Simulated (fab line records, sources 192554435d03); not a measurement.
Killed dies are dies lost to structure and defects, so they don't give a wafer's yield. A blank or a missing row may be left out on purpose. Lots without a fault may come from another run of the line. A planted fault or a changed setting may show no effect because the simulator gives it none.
fab line records | flow n5_finfet
record lots=6 wafers=18 last_day=18
route steps=1938 shown GATE_CUT@479 BEOL_M4@1111 PASSIVATION@1936
lots that met no fault: from a run of the same line without faults
start_h: hours from the record's first day to the start of the lot's first wafer shown | wait_h: hours since the lot's step before | " the same as in the row above | L1.1+2: a row that stands for several wafers | - no value, or no start given | * or withheld: withheld | < > ~ a bound
route shown NAME@n: a module of which the file shows steps, and the number in the route of the first | usual: mean/standard deviation of fault-free wafers | same: alike in all rows | chamber/n: place in a boat | sites: the reading at each site | _std_site: their standard deviation | _edge_site: outer sites' mean less inner sites' | radius_mm: how far each site lies from the wafer's centre | mask NAME#n: copy n | behind: the tool/chamber that last shaped the wafer | hold: why the lot was held/for how many hours/how that ended | device: the transistor (n, p or np) that didn't switch | end of line: the same wafers' tests at the end of the route | a step without rows: its recipe alone | killed: dies lost to structure and defects at the first sort, not the wafer's yield | map: a wafer's dies, x killed, . not, _ none there
set.NAME: the setting as run; set.NAME@STEP: as run at that earlier step | model.NAME: the simulator's own value behind a step, which no gauge read
lots at some steps of the route; a table a step, a row a wafer
services: from which hour (start_h, from the record's first day; less than 0 if before it) a tool's chamber was out of use, for how many hours, and why
## steps
# step N5_GATE_CUT_COAT_35
# recipe resist=SiARC temp_c=220 time_s=60 spin_rpm=1500 resist_thk_nm=10
# step N5_GATE_CUT_COAT_27
# recipe resist=underlayer temp_c=205 time_s=60 spin_rpm=1500 resist_thk_nm=10
# step N5_GATE_CUT_COAT_07
# recipe resist=CAR-EUV spin_rpm=1500 resist_thk_nm=30
# step N5_GATE_CUT_EBR_09
# recipe solvent=PGMEA ebr_width_mm=1.5
# step N5_GATE_CUT_SOFTBAKE_08
# recipe temp_c=110 time_s=60 resist=CAR-EUV
# step N5_GATE_CUT_EXPOSE_10
# recipe mask_id=GATE_CUT na=0.33 source_shape=annular sigma_inner=0.35 sigma_outer=0.8 polarization=unpolarized target_cd_nm=20 dose_mj=43.25
# step N5_GATE_CUT_PEB_11
# recipe peb_temp_c=100 peb_time_s=60 resist=CAR-EUV
# step N5_GATE_CUT_DEVELOP_12
# recipe develop_time_s=30 developer=TMAH resist=CAR-EUV rinse_liquid=surfactant_rinse dry=air_spin dev_temp_c=23
# step N5_GATE_CUT_CD_MEAS_13
# recipe target_cd_nm=20 landing_energy_ev=500 detector=se_inlens
# usual cd_nm=20.16/0.29
# columns lot.wafer tool chamber start_h wait_h cd_nm
L534.1 cd_sem-01 0 100.79 - 20.11
L534.2 " 0 " " 20.64
L534.4 " 0 " " 20.33
L538.3 cd_sem-02 0 130.97 - 19.95
L538.4 " 0 " " 19.85
L538.5 " 0 " " 20.36
L542.1 cd_sem-03 0 151.66 - 20.18
L542.3 " 0 " " 20.25
L542.5 " 0 " " 20.35
L544.1 cd_sem-02 0 166.90 - 19.96
L544.3 " 0 " " 20.54
L544.5 " 0 " " 20.22
L552.4 cd_sem-03 0 215.20 - 20.54
L552.5 " 0 " " 20.31
L552.6 " 0 " " 20.18
L553.1 cd_sem-01 0 217.06 - 20.00
L553.2 " 0 " " 19.73
L553.4 " 0 " " 20.11
# step N5_GATE_CUT_OVL_MEAS_14
# recipe points_per_wafer=522
# usual GATE_CUT_OVL=-0.6/0.72
# columns lot.wafer tool chamber start_h wait_h GATE_CUT_OVL[nm]
L534.1 overlay-01 0 100.82 0.0 -0.6
L534.2 " 0 " " -0.7
L534.4 " 0 " " -1.6
L538.3 overlay-02 0 131.01 0.0 -0.8
L538.4 " 0 " " -0.2
L538.5 " 0 " " -1.2
L542.1 overlay-02 0 151.69 0.0 -1.1
L542.3 " 0 " " 0.5
L542.5 " 0 " " -0.7
L544.1 overlay-01 0 166.93 0.0 -2.6
L544.3 " 0 " " -1.2
L544.5 " 0 " " -2.2
L552.4 overlay-02 0 215.25 0.0 -0.3
L552.5 " 0 " " -0.1
L552.6 " 0 " " -0.9
L553.1 overlay-02 0 217.09 0.0 -1.8
L553.2 " 0 " " -0.5
L553.4 " 0 " " -0.5
# step N5_GATE_CUT_INSPECT_15
# recipe mode=adi inspect_instrument=brightfield
# usual raw_defect_count=128/44
# columns lot.wafer tool chamber start_h wait_h raw_defect_count
L534.1 defect_inspect-01 - 100.88 0.1 147
L534.2 " - " " 91
L534.4 " - " " 90
L538.3 defect_inspect-02 - 131.06 0.0 75
L538.4 " - " " 157
L538.5 " - " " 125
L542.1 defect_inspect-02 - 151.75 0.1 205
L542.3 " - " " 152
L542.5 " - " " 175
L544.1 defect_inspect-01 - 166.99 0.1 103
L544.3 " - " " 105
L544.5 " - " " 142
L552.4 defect_inspect-02 - 215.29 0.0 113
L552.5 " - " " 112
L552.6 " - " " 155
L553.1 defect_inspect-01 - 217.15 0.1 202
L553.2 " - " " 144
L553.4 " - " " 188
# step N5_GATE_CUT_DESCUM_18
# recipe chemistry=O2 time_s=7 source_power_w=50 bias_power_w=20 pressure_mtorr=20 rf_frequency_hz=2.712e+07 temp_c=40 resist=CAR-EUV o2_flow_sccm=225
# usual chamber_pressure_mTorr=19.997/0.019 drypump_motor_current_A=5.9/0.55 oes_product_au=0.76/0.085 rf_vpp_V=243.3/1.4 showerhead_plenum_p_Torr=2.11/0.061 throttle_valve_pct=20.44/0.23
# columns lot.wafer tool chamber start_h wait_h chamber_pressure_mTorr drypump_motor_current_A oes_product_au rf_hours_counter_h rf_vpp_V showerhead_plenum_p_Torr throttle_valve_pct
L534.1 rie_diel-05 1 100.92 0.0 19.992 5.3 0.72 220 245.1 2.16 20.50
L534.2 " 2 " " 20.010 6.6 0.79 131 243.7 2.12 20.57
L534.4 " 0 " " 20.009 6.6 0.79 129 241.4 2.04 20.18
L538.3 rie_diel-02 0 131.09 0.0 19.979 5.2 0.71 213 244.6 2.12 20.13
L538.4 " 1 " " 19.994 6.3 0.85 49 244.3 2.14 20.12
L538.5 " 2 " " 19.992 5.9 0.70 - 241.4 1.98 20.31
L542.1 rie_diel-02 3 151.96 0.2 20.023 6.2 0.68 220 243.3 2.18 20.59
L542.3 " 2 " " 19.971 5.9 0.70 230 239.5 1.98 20.33
L542.5 " 0 " " 19.987 5.2 0.71 - 243.1 2.12 20.13
L544.1 rie_diel-02 1 167.07 0.1 19.995 6.3 0.84 60 241.4 2.14 20.13
L544.3 " 2 " " 19.971 5.9 0.70 235 239.9 1.98 20.34
L544.5 " 3 " " 20.008 6.2 0.67 - 246.5 2.18 20.57
L552.4 rie_diel-05 0 215.54 0.3 20.039 6.6 0.75 - 241.0 2.02 20.23
L552.5 " 2 " " 19.981 6.6 0.75 - 241.7 2.11 20.63
L552.6 " 3 " " 20.018 5.8 0.70 - 243.9 2.15 20.61
L553.1 rie_diel-03 2 217.18 0.0 20.014 5.9 0.97 15 243.4 2.12 20.28
L553.2 " 0 " " 20.019 5.9 0.93 25 242.7 2.03 20.29
L553.4 " 3 " " 19.977 4.8 0.73 186 243.5 2.17 20.53
# step N5_GATE_CUT_ETCH_28
# recipe chemistry=N2/H2 target=underlayer target_depth_a=130 mask_material=CAR-EUV time_s=10.4 ion_energy_ev=200 pressure_mtorr=30 source_w=840 bias_w=150 n2_flow_sccm=200 h2_flow_sccm=200 ends=cleared
# usual bias_w=150.0/0.44 chamber_pressure_mTorr=30.002/0.025 drypump_motor_current_A=5.9/0.56 etch_rf_on_time_s=10.5/0.36 oes_product_au=0.65/0.07 rf_vpp_V=524.3/2.3 showerhead_plenum_p_Torr=2.56/0.081 throttle_valve_pct=17.86/0.19
# columns lot.wafer tool chamber start_h wait_h bias_w chamber_pressure_mTorr drypump_motor_current_A etch_rf_on_time_s oes_product_au rf_hours_counter_h rf_vpp_V showerhead_plenum_p_Torr throttle_valve_pct
L534.1 rie_diel-05 1 100.95 0.0 149.9 29.977 5.3 10.7 0.60 220 526.1 2.61 17.90
L534.2 " 2 " " 149.9 30.017 6.6 10.6 0.65 131 523.7 2.54 17.81
L534.4 " 0 " " 150.2 30.019 6.6 10.7 0.66 129 522.5 2.46 17.62
L538.3 rie_diel-02 0 131.13 0.0 149.7 29.988 5.2 10.6 0.61 213 526.2 2.61 17.69
L538.4 " 1 " " 150.4 29.981 6.3 10.4 0.72 49 526.0 2.61 17.62
L538.5 " 2 " " 150.8 29.991 5.9 10.7 0.60 - 517.9 2.39 17.67
L542.1 rie_diel-02 3 152.00 0.0 149.3 30.013 6.2 10.6 0.58 220 525.2 2.65 17.97
L542.3 " 2 " " 149.8 30.014 5.9 10.8 0.60 230 521.6 2.39 17.67
L542.5 " 0 " " 150.2 29.985 5.2 6.8 0.79 - 526.9 2.60 17.75
L544.1 rie_diel-02 1 167.11 0.0 149.5 30.021 6.3 10.5 0.70 60 525.3 2.61 17.63
L544.3 " 2 " " 149.9 30.006 5.9 10.7 0.60 235 520.5 2.39 17.69
L544.5 " 3 " " 150.3 29.974 6.3 6.8 0.76 - 525.6 2.64 18.03
L552.4 rie_diel-05 0 215.57 0.0 149.5 29.995 6.6 10.9 0.63 - 520.6 2.45 17.67
L552.5 " 2 " " 150.0 30.014 6.6 10.5 0.63 - 524.6 2.52 17.85
L552.6 " 3 " " 149.5 30.023 5.8 10.7 0.59 - 526.8 2.64 18.16
L553.1 rie_diel-03 2 217.22 0.0 150.5 30.027 6.0 10.4 0.81 15 524.7 2.61 17.88
L553.2 " 0 " " 149.9 29.970 5.9 10.2 0.80 25 522.3 2.50 17.89
L553.4 " 3 " " 149.8 30.007 4.8 10.4 0.61 186 525.4 2.64 17.95
# step N5_GATE_CUT_ETCH_36
# recipe chemistry=CF4 target=SiARC target_depth_a=130 mask_material=CAR-EUV time_s=21.7 ion_energy_ev=80 pressure_mtorr=40 source_w=545 bias_w=36 Ar_flow_sccm=100 cf4_flow_sccm=100 ends=cleared
# usual bias_w=35.97/0.11 chamber_pressure_mTorr=40.00/0.035 drypump_motor_current_A=5.9/0.55 etch_rf_on_time_s=22.0/0.76 oes_product_au=0.64/0.07 rf_vpp_V=184.2/1.1 showerhead_plenum_p_Torr=2.16/0.059 throttle_valve_pct=15.64/0.21
# columns lot.wafer tool chamber start_h wait_h bias_w chamber_pressure_mTorr drypump_motor_current_A etch_rf_on_time_s oes_product_au rf_hours_counter_h rf_vpp_V showerhead_plenum_p_Torr throttle_valve_pct
L534.1 rie_diel-05 1 100.97 0.0 35.98 40.00 5.3 22.4 0.60 220 183.0 2.20 15.75
L534.2 " 2 " " 35.75 40.12 6.6 22.4 0.65 131 184.7 2.14 15.48
L534.4 " 0 " " 36.09 40.01 6.6 22.2 0.66 129 184.0 2.08 15.30
L538.3 rie_diel-02 0 131.15 0.0 35.89 40.03 5.2 22.5 0.60 213 184.3 2.21 15.71
L538.4 " 1 " " 36.19 40.01 6.3 21.5 0.72 49 184.3 2.18 15.24
L538.5 " 2 " " 36.00 40.00 5.9 22.9 0.59 - 182.1 2.04 15.60
L542.1 rie_diel-02 3 152.02 0.0 35.92 39.96 6.2 21.8 0.59 220 185.4 2.21 15.65
L542.3 " 2 " " 35.95 40.00 5.9 22.5 0.60 230 181.4 2.04 15.59
L542.5 " 0 " " 35.99 40.02 5.2 22.2 0.60 - 185.4 2.20 15.72
L544.1 rie_diel-02 1 167.13 0.0 36.08 40.02 6.3 21.8 0.71 60 184.6 2.18 15.27
L544.3 " 2 " " 35.83 40.02 5.9 22.9 0.59 235 180.8 2.04 15.62
L544.5 " 3 " " 36.01 40.02 6.3 22.4 0.58 - 183.9 2.21 15.64
L552.4 rie_diel-05 0 215.59 0.0 35.75 40.04 6.6 22.6 0.62 - 183.8 2.07 15.37
L552.5 " 2 " " 35.92 39.96 6.7 22.1 0.63 - 184.3 2.12 15.56
L552.6 " 3 " " 35.98 40.00 5.8 22.3 0.60 - 185.0 2.21 15.86
L553.1 rie_diel-03 2 217.24 0.0 35.94 40.02 6.0 21.7 0.81 15 185.2 2.20 15.56
L553.2 " 0 " " 35.92 39.99 6.0 21.2 0.79 25 184.4 2.09 15.63
L553.4 " 3 " " 35.89 40.01 4.8 21.8 0.62 186 184.3 2.22 15.68
# step N5_BEOL_M4_RC_MEAS_101
# usual DIBL_N=36.4/2.7 DIBL_P=36/3.2 IOFF_N=0.16/0.046 IOFF_P=0.21/0.055 ION_N=677/15 ION_P=464/11 SS_N=71.5/0.79 SS_P=73.3/0.93 VT_N=250/4.1 VT_P=-251/4.4
# columns lot.wafer tool chamber start_h wait_h DIBL_N[mV/V] DIBL_P[mV/V] IOFF_N[nA/um] IOFF_P[nA/um] ION_N[uA/um] ION_P[uA/um] SS_N[mV/dec] SS_P[mV/dec] VT_N[mV] VT_P[mV]
L534.1 prober-01 0 188.78 0.0 38.1 39 0.20 0.30 686 480 72.7 74.1 244 -243
L534.2 " 0 " " 37.1 39 0.20 0.32 686 482 71.5 73.9 241 -240
L534.4 " 0 " " 34.7 34 0.14 0.20 689 469 71.1 72.3 248 -248
L538.3 prober-01 0 232.87 0.3 34.3 36 0.13 0.19 670 461 71.3 72.5 254 -252
L538.4 " 0 " " 32.7 34 0.11 0.17 662 457 70.7 71.9 253 -253
L538.5 " 0 " " 32.1 33 0.11 0.16 672 463 70.8 72.1 253 -250
L542.1 prober-01 0 251.19 0.0 36.1 37 0.16 0.24 680 476 71.4 73.4 253 -248
L542.3 " 0 " " 37.0 38 0.19 0.28 701 479 72.7 74.5 244 -245
L542.5 " 0 " " 34.8 35 0.15 0.24 677 468 70.6 73.6 247 -248
L544.1 prober-01 0 263.35 0.0 38.0 41 0.18 0.25 672 468 72.4 74.0 250 -250
L544.3 " 0 " " 39.4 42 0.23 0.27 703 481 73.0 74.3 247 -248
L544.5 " 0 " " 36.7 39 0.17 0.23 686 469 71.8 74.1 250 -251
L552.4 prober-02 0 317.09 0.5 39.8 40 0.23 0.26 692 470 72.3 74.0 245 -246
L552.5 " 0 " " 37.0 37 0.17 0.21 698 472 71.3 73.3 248 -250
L552.6 " 0 " " 40.3 42 0.26 0.30 696 471 73.2 74.7 244 -246
L553.1 prober-02 0 319.05 0.0 37.4 36 0.16 0.21 681 465 70.7 73.3 248 -250
L553.2 " 0 " " 36.8 36 0.15 0.19 670 456 70.8 73.2 250 -254
L553.4 " 0 " " 37.1 36 0.17 0.20 697 477 70.7 72.9 248 -253
# step N5_PASSIVATION_PROBE_49
# usual defect_limited_yield=91.1/1.4 killed_at_M0_to_M3=34/9.7 killed_at_M4_up=13/5.1 killed_at_contacts=14/6.3 killed_at_front_end=40/11 killed_at_other=3.5/2.7 killed_dies=105/16 killed_on_rim=13/4.1 killed_open=70/12 killed_short=34/7.8 sort_bin_4_leakage=0.02/0.13 sort_bin_5_function=5.2/0.88 sort_bin_6_memory=3.3/0.7 sort_bin_8_speed=0.1/0.62 sort_n_pass=1074/17 sort_yield_pct=91.0/1.5
# same gross_dies=1180 killed_at_back_side=0
# columns lot.wafer tool chamber start_h wait_h defect_limited_yield[%] killed_at_M0_to_M3 killed_at_M4_up killed_at_contacts killed_at_front_end killed_at_other killed_dies killed_on_rim killed_open killed_short sort_bin_4_leakage[%] sort_bin_5_function[%] sort_bin_6_memory[%] sort_bin_8_speed[%] sort_n_pass sort_yield_pct[%]
L534.1 prober-01 - 291.78 0.0 90.3 46 6 24 34 4 114 15 75 39 0 5.7 3.6 0 1066 90.3
L534.2 prober-01 - 291.83 0.1 91.3 41 14 23 25 0 103 9 72 30 0 5.6 2.9 0 1077 91.3
L534.4 prober-01 - 291.93 0.2 92.5 36 14 18 20 0 88 13 56 30 0 4.8 2.4 0 1092 92.5
L538.3 prober-01 - 335.96 0.1 91.4 25 17 11 48 1 102 10 63 31 0 4.1 4.0 0 1078 91.4
L538.4 prober-01 - 336.01 0.2 92.7 17 13 16 39 1 86 13 65 20 0 4.4 2.8 0 1094 92.7
L538.5 prober-01 - 336.06 0.2 91.4 45 8 18 30 0 101 10 68 27 0 5.5 2.3 0 1079 91.4
L542.1 prober-02 - 357.42 0.0 91.5 30 9 14 45 2 100 13 61 37 0 5.0 2.8 0 1080 91.5
L542.3 prober-02 - 357.52 0.1 93.6 17 11 14 32 2 76 9 57 19 0 3.6 2.6 0 1104 93.6
L542.5 prober-02 - 357.62 0.2 91.7 29 13 24 29 3 98 14 71 27 0 4.8 3.3 0 1082 91.7
L544.1 prober-01 - 369.13 0.0 90.5 41 16 12 42 1 112 14 65 45 0 5.5 3.4 0.1 1068 90.5
L544.3 prober-01 - 369.23 0.1 89.9 35 14 16 49 5 119 19 68 50 0 6.2 3.4 0 1061 89.9
L544.5 prober-01 - 369.33 0.2 88.5 41 22 28 44 1 136 23 85 51 0 7.1 3.9 0 1044 88.5
L552.4 prober-01 - 407.66 0.2 91.6 26 16 15 39 3 99 10 62 34 0.08 4.5 3.4 0 1080 91.5
L552.5 prober-01 - 407.71 0.2 92.7 29 9 19 29 0 86 10 70 16 0 4.3 2.9 0 1094 92.7
L552.6 prober-01 - 407.76 0.3 89.9 41 20 24 34 0 119 21 78 41 0 6.4 3.0 0 1061 89.9
L553.1 prober-01 - 423.72 0.0 90.8 39 11 5 51 3 109 13 65 43 0 5.1 3.8 0 1071 90.8
L553.2 prober-01 - 423.77 0.1 91.9 32 14 3 44 3 96 10 72 24 0 4.6 3.3 0 1084 91.9
L553.4 prober-01 - 423.87 0.2 89.6 41 14 9 55 4 123 9 72 51 0 5.6 4.3 0 1057 89.6
# killed by level:class
L534.1 MOL_CONTACT_COAG:geometric_particle:open=21 BEOL_M0_SAQP:geometric_particle:open=19 BEOL_M0_SAQP:geometric_particle:short=15 BEOL_M2:geometric_particle:open=7 DUMMY_GATE:geometric_particle:open=5 BEOL_M4:geometric_particle:open=5 STARTING-WAFER:geometric_particle:short=5 FIN_SAQP:geometric_particle:open=4
L534.2 MOL_CONTACT_COAG:geometric_particle:open=17 BEOL_M0_SAQP:geometric_particle:open=16 BEOL_M2:geometric_particle:open=9 BEOL_M0_SAQP:geometric_particle:short=7 MOL_CONTACT_COAG:geometric_particle:short=6 BEOL_M4:geometric_particle:open=6 FIN_SAQP:geometric_particle:short=5 BEOL_M3:geometric_particle:open=5
L534.4 MOL_CONTACT_COAG:geometric_particle:open=15 BEOL_M0_SAQP:geometric_particle:short=11 BEOL_M0_SAQP:geometric_particle:open=8 BEOL_M4:geometric_particle:open=6 DUMMY_GATE:geometric_particle:open=5 BEOL_M1:geometric_particle:open=5 FIN_SAQP:geometric_particle:short=4 FIN_SAQP:geometric_particle:open=4
L538.3 STI_FIN_REVEAL:geometric_particle:open=10 MOL_CONTACT_COAG:geometric_particle:open=9 BEOL_M0_SAQP:geometric_particle:short=9 GATE_CUT:geometric_particle:open=7 BEOL_M0_SAQP:geometric_particle:open=6 BEOL_M5:geometric_particle:open=6 DUMMY_GATE:geometric_particle:open=5 GATE_CUT:geometric_particle:short=5
L538.4 STI_FIN_REVEAL:geometric_particle:open=16 MOL_CONTACT_COAG:geometric_particle:open=11 BEOL_M0:geometric_particle:open=9 MOL_CONTACT_COAG:geometric_particle:short=5 GATE_CUT:geometric_particle:open=4 BEOL_M4:geometric_particle:open=4 BEOL_M5:geometric_particle:open=4 FIN_SAQP:geometric_particle:open=3
L538.5 MOL_CONTACT_COAG:geometric_particle:open=17 BEOL_M0_SAQP:geometric_particle:open=9 BEOL_M3:geometric_particle:open=9 BEOL_M0_SAQP:geometric_particle:short=8 BEOL_M2:geometric_particle:open=7 BEOL_M0:geometric_particle:open=6 STI_FIN_REVEAL:geometric_particle:open=5 BEOL_M5:geometric_particle:open=5
L542.1 FIN_SAQP:geometric_particle:short=10 BEOL_M1:geometric_particle:open=10 MOL_CONTACT_COAG:geometric_particle:open=9 STI_FIN_REVEAL:geometric_particle:open=7 BEOL_M2:geometric_particle:open=6 BEOL_M0_SAQP:geometric_particle:open=6 DUMMY_GATE:geometric_particle:open=5 MOL_CONTACT_COAG:geometric_particle:short=5
L542.3 MOL_CONTACT_COAG:geometric_particle:open=12 STI_FIN_REVEAL:geometric_particle:open=9 DUMMY_GATE:geometric_particle:open=7 BEOL_M0:geometric_particle:open=4 BEOL_M2:geometric_particle:open=4 ILD0:geometric_particle:open=3 BEOL_M1:geometric_particle:open=3 BEOL_M4:geometric_particle:open=3
L542.5 MOL_CONTACT_COAG:geometric_particle:open=20 BEOL_M1:geometric_particle:open=8 BEOL_M4:geometric_particle:open=7 GATE_CUT:geometric_particle:short=6 STI_FIN_REVEAL:geometric_particle:open=5 BEOL_M2:geometric_particle:open=5 BEOL_M3:geometric_particle:open=5 FIN_SAQP:geometric_particle:short=4
L544.1 BEOL_M0_SAQP:geometric_particle:short=16 FIN_SAQP:geometric_particle:short=13 MOL_CONTACT_COAG:geometric_particle:open=10 FIN_SAQP:geometric_particle:open=8 BEOL_M3:geometric_particle:open=8 BEOL_M0_SAQP:geometric_particle:open=6 BEOL_M4:geometric_particle:open=6 STI_FIN_REVEAL:geometric_particle:open=3
L544.3 FIN_SAQP:geometric_particle:short=18 BEOL_M0_SAQP:geometric_particle:open=12 MOL_CONTACT_COAG:geometric_particle:open=11 BEOL_M0_SAQP:geometric_particle:short=8 GATE_CUT:geometric_particle:open=7 STARTING-WAFER:geometric_particle:short=6 BEOL_M3:geometric_particle:open=5 STI_FIN_REVEAL:geometric_particle:open=4
L544.5 MOL_CONTACT_COAG:geometric_particle:open=22 FIN_SAQP:geometric_particle:short=17 BEOL_M0_SAQP:geometric_particle:open=14 FIN_SAQP:geometric_particle:open=12 BEOL_M0_SAQP:geometric_particle:short=11 BEOL_M5:geometric_particle:open=8 MOL_CONTACT_COAG:geometric_particle:short=6 BEOL_M3:geometric_particle:open=6
L552.4 MOL_CONTACT_COAG:geometric_particle:open=14 BEOL_M0_SAQP:geometric_particle:open=9 BEOL_M4:geometric_particle:open=9 SPACER0:geometric_particle:open=5 GATE_CUT:geometric_particle:short=5 BEOL_M0_SAQP:geometric_particle:short=5 FIN_SAQP:geometric_particle:short=4 DUMMY_GATE:geometric_particle:open=4
L552.5 MOL_CONTACT_COAG:geometric_particle:open=18 FIN_SAQP:geometric_particle:open=12 BEOL_M0_SAQP:geometric_particle:open=10 BEOL_M0_SAQP:geometric_particle:short=6 DUMMY_GATE:geometric_particle:open=4 BEOL_M2:geometric_particle:open=4 BEOL_M1:geometric_particle:open=3 BEOL_M4:geometric_particle:open=3
L552.6 MOL_CONTACT_COAG:geometric_particle:open=17 BEOL_M4:geometric_particle:open=15 BEOL_M0_SAQP:geometric_particle:short=9 BEOL_M2:geometric_particle:open=8 FIN_SAQP:geometric_particle:open=7 MOL_CONTACT_COAG:geometric_particle:short=7 BEOL_M3:geometric_particle:open=6 BEOL_M3:geometric_particle:short=5
L553.1 BEOL_M0_SAQP:geometric_particle:short=19 STI_FIN_REVEAL:geometric_particle:open=18 BEOL_M0_SAQP:geometric_particle:open=10 FIN_SAQP:geometric_particle:open=8 STI_FIN_REVEAL:geometric_particle:short=7 FIN_SAQP:geometric_particle:short=6 BEOL_M1:geometric_particle:open=6 MOL_CONTACT_COAG:geometric_particle:open=5
L553.2 STI_FIN_REVEAL:geometric_particle:open=21 BEOL_M0_SAQP:geometric_particle:open=9 BEOL_M4:geometric_particle:open=9 STI_FIN_REVEAL:geometric_particle:short=8 BEOL_M0_SAQP:geometric_particle:short=5 BEOL_M3:geometric_particle:open=5 BEOL_M0:geometric_particle:open=4 BEOL_M2:geometric_particle:open=4
L553.4 STI_FIN_REVEAL:geometric_particle:open=28 BEOL_M0_SAQP:geometric_particle:short=18 BEOL_M0_SAQP:geometric_particle:open=12 STI_FIN_REVEAL:geometric_particle:short=8 MOL_CONTACT_COAG:geometric_particle:open=6 BEOL_M4:geometric_particle:short=6 BEOL_M2:geometric_particle:open=4 FIN_SAQP:geometric_particle:open=3
## services
# columns tool chamber start_h hours kind
rie_diel-02 0 83.16 3.2 repair
rie_diel-05 3 120.53 12.2 repair
rie_diel-05 0 130.14 5.3 repair
rie_diel-03 0 130.43 - clean
rie_diel-03 0 130.43 - consumable_replace:focus_ring
rie_diel-03 0 130.43 18.5 scheduled_down
rie_diel-03 0 130.43 18.5 vent_cycle
rie_diel-02 - 145.77 0.3 repair
rie_diel-03 2 149.60 - clean
rie_diel-03 2 149.60 - consumable_replace:focus_ring
rie_diel-03 2 149.60 19.4 scheduled_down
rie_diel-03 2 149.60 19.4 vent_cycle
rie_diel-05 1 196.49 - clean
rie_diel-05 1 196.49 - consumable_replace:focus_ring
rie_diel-05 1 196.49 20.2 scheduled_down
rie_diel-05 1 196.49 20.2 vent_cycle
rie_diel-02 2 214.60 - clean
rie_diel-02 2 214.60 - consumable_replace:focus_ring
rie_diel-02 2 214.60 - consumable_replace:showerhead
rie_diel-02 2 214.60 22.7 scheduled_down
rie_diel-02 2 214.60 22.7 vent_cycle
## key
first_sign step=N5_GATE_CUT_ETCH_28 reading=etch_rf_on_time_s direction=down sigmas=10 usual=* struck=*
effect none on later readings
met_at N5_GATE_CUT_ETCH_28
struck_wafers L542.5,L544.5
onset_between 131.13 152.00
fault kind=process_parameter_drift tool=rie_diel-02 chamber=- onset_h=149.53 steps=N5_GATE_CUT_ETCH_28 channel=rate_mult offset=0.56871 shape=step end_h=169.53 scope=struck_wafers_only
